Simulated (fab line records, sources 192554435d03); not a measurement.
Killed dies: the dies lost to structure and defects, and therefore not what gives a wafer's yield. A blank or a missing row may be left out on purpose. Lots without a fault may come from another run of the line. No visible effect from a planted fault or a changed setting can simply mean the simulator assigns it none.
Which of the tools did it?    flow n5 finfet    30 wafers from 10 lots sampled at 6 of the route's 1938 steps

WHAT THE GAUGES SHOWED, per wafer
N5_MOL_CONTACT_COAG_THK_MEAS_53.
lot   measured      on             VIA_MOL_THK (nm)
L075  day 5 08:07   film metro-01  44.5 43.8 43.8
L078  day 6 16:02   film metro-02  44.2 43.9 44.4
L080  day 6 20:03   film metro-01  44.0 43.7 44.3
L082  day 7 05:45   film metro-02  43.0 43.5 44.2
L085  day 8 07:51   film metro-01  42.7 43.4 43.2
L087  day 8 15:02   film metro-01  42.4 43.5 44.6
L089  day 9 03:13   film metro-02  43.7 45.5 44.2
L093  day 10 03:43  film metro-02  44.2 44.5 44.5
L095  day 10 13:15  film metro-01  44.9 45.3 45.2
L097  day 10 20:55  film metro-01  44.2 44.1 44.7

TOOL THAT RAN EACH LOT (tool first, then ch and the chambers of the sampled wafers, then the start)
lot   N5_MOL_CONTACT_COAG_ANNEAL_113    N5_MOL_CONTACT_COAG_ETCH_90         N5_MOL_CONTACT_COAG_ALD_131        N5_MOL_CONTACT_COAG_VIA_ETCH_46     N5_MOL_CONTACT_COAG_ETCH_66
L075  rtp anneal-01 ch 0, day 4 23:36   rie diel-06 ch 0,2,3, day 5 04:59   ald sin-04 ch 0,1,3, day 5 05:04   rie diel-06 ch 1,2, day 5 05:24     rie diel-06 ch 0,1, day 5 06:22
L078  rtp anneal-02 ch 0, day 6 07:20   rie diel-02 ch 1,2,3, day 6 12:33   ald sin-03 ch 0,2,3, day 6 12:38   rie diel-06 ch 0,1,2, day 6 12:58   rie diel-05 ch 0,1,2, day 6 13:47
L080  rtp anneal-01 ch 0, day 6 09:07   rie diel-05 ch 0,2,3, day 6 17:01   ald sin-03 ch 0,1,2, day 6 17:05   rie diel-06 ch 1,2,3, day 6 17:26   rie diel-02 ch 0,1,3, day 6 18:16
L082  rtp anneal-02 ch 0, day 6 19:52   rie diel-05 ch 1,2,3, day 7 02:16   ald sin-04 ch 1,2,3, day 7 02:21   rie diel-02 ch 1,2,3, day 7 02:41   rie diel-06 ch 0,1,3, day 7 04:06
L085  rtp anneal-02 ch 0, day 7 22:00   rie diel-05 ch 0,2,3, day 8 04:27   ald sin-02 ch 0,1,3, day 8 04:32   rie diel-06 ch 0,3, day 8 05:06     rie diel-06 ch 0,2, day 8 05:56
L087  rtp anneal-02 ch 0, day 8 04:13   rie diel-05 ch 0,2,3, day 8 11:53   ald sin-04 ch 0,2, day 8 11:58     rie diel-06 ch 1,2, day 8 12:21     rie diel-05 ch 0,2, day 8 13:18
L089  rtp anneal-01 ch 0, day 8 14:25   rie diel-02 ch 0,2,3, day 9 00:16   ald sin-04 ch 0,1,3, day 9 00:20   rie diel-06 ch 0,2,3, day 9 00:44   rie diel-02 ch 0,3, day 9 01:34
L093  rtp anneal-01 ch 0, day 9 18:25   rie diel-05 ch 0,3, day 10 00:58    ald sin-04 ch 0,1,3, day 10 01:02  rie diel-05 ch 1,3, day 10 01:23    rie diel-02 ch 1,2,3, day 10 02:13
L095  rtp anneal-01 ch 0, day 10 03:46  rie diel-06 ch 1,2, day 10 10:08    ald sin-03 ch 0,3, day 10 10:13    rie diel-05 ch 0,1,3, day 10 10:43  rie diel-02 ch 1,3, day 10 11:44
L097  rtp anneal-02 ch 0, day 10 11:14  rie diel-02 ch 0,1,3, day 10 17:48  ald sin-03 ch 0,2, day 10 17:53    rie diel-05 ch 0,1,3, day 10 18:13  rie diel-02 ch 0,3, day 10 19:11
- N5_MOL_CONTACT_COAG_ANNEAL_113: time 300 s.
- N5_MOL_CONTACT_COAG_ETCH_90: etches SiARC in CF4, target depth 13 nm, time 21.7 s.
- N5_MOL_CONTACT_COAG_ALD_131: deposits SiO2, target thk 5 nm, pulse time 1 s, co reactant pulse time 1 s.
- N5_MOL_CONTACT_COAG_VIA_ETCH_46: etches SiO2 in C4F6/O2, target depth 46 nm, overetch 9.2 nm, time 40 s.
- N5_MOL_CONTACT_COAG_ETCH_66: etches SiARC in CF4, target depth 13 nm, time 21.7 s.

THE ANSWER, worked out from the rows above alone
Rule: usual is defined by the lots themselves. Put in order of their means at a reading, lots are off if they are a third of the lots or fewer, leave a main group of 4 or more, and stand apart from it by a gap of 3 or more times the standard deviation of the main group's means; of several such gaps the widest counts. A main group is skipped when, at the precision printed for the reading in the tables above, its means are all equal. Also off: a lot with no number at a reading for which 4 or more lots have one. All remaining lots with rows at the step are treated as sound.
No lot is off at any reading shown: from this, nothing can be told.

WHAT THE SIMULATOR HAD INSERTED
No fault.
